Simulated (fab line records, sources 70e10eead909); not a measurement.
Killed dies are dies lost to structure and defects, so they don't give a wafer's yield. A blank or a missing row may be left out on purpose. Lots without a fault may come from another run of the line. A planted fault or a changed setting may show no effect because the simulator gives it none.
A struck lot beside a sound one | flow nand_harc | 14 steps out of a route of 1302
Sound: wafers L963.1, L963.2, L963.4. Struck: wafers L967.3, L967.5, L967.6. The cause comes at the end.
At each step with rows: each side's tool, then ch and its chambers, then its first start. Under that, the readings that differ: sound wafers | struck wafers | difference of the means | sigmas: that difference in standard deviations of wafers without a fault.
alike: readings whose means differ by less than 2 such deviations, and words and numbers that are the same on both sides. not compared: withheld readings, readings that some wafer has no value for, bounds like >300 that may hide the same value, and numbers for which the record gives no deviation and whose values overlap.
The two part at a step that has a row with sigmas, a row that says differs or no value, or rows on one side only. Numbers that don't overlap but have no deviation are shown without sigmas and don't part them. A reading that every wafer of one side lacks parts them only if that side has two wafers or more.

NHARC_A_M0_INSPECT_27:
  sound on defect_inspect-02, day 23 07:25; struck on defect_inspect-02, day 25 07:32
  alike: raw_defect_count
NHARC_A_M0_PRE_CLEAN_31: time 12 s.
  sound on pecvd-01 ch 0,1,2, day 23 07:29; struck on pecvd-01 ch 0,1,2, day 25 07:35
  alike: heater_power_w
NHARC_A_M0_DEP_32: deposits SiCN, target thk 30 nm.
  sound on pecvd-01 ch 0,1,2, day 23 07:36; struck on pecvd-01 ch 0,1,2, day 25 07:40
  alike: heater_power_w
then, 9 steps without rows for these wafers: NHARC_A_M1_DEP_00 (deposits SiOC, target thk 182.5 nm); NHARC_A_M1_DEHYDRATE_01 (time 120 s); NHARC_A_M1_HMDS_02 (time 30 s); NHARC_A_M1_COAT_34 (time 65 s); NHARC_A_M1_COAT_03 (resist thk 90 nm); NHARC_A_M1_SOFTBAKE_04 (time 55 s); NHARC_A_M1_EBR_05; NHARC_A_M1_EXPOSE_06 (exposes mask A M1, target cd 120 nm); NHARC_A_M1_PEB_07 (peb time 65 s).
NHARC_A_M1_DEVELOP_08: develop time 35 s.
  sound on litho_track-01 ch 0, day 23 08:00; struck on litho_track-01, day 25 08:00
  no value came back on the struck wafers for chill_plate_temp_C (C), develop_time_s (s); on the sound wafers chill_plate_temp_C (C) reads 22.97 22.79 22.79
NHARC_A_M1_CD_MEAS_09: target cd 120 nm.
  sound on cd_sem-02 ch 0, day 23 08:48; struck on cd_sem-01 ch 0, day 25 08:55
  reading    | sound             | struck | difference                    | sigmas
  cd_nm (nm) | 119.7 120.2 119.8 | - - -  | no value on the struck wafers |

WHERE THEY PART
First at NHARC_A_M1_DEVELOP_08; last, within this record, at NHARC_A_M1_CD_MEAS_09.

WHY: what the simulator had put in
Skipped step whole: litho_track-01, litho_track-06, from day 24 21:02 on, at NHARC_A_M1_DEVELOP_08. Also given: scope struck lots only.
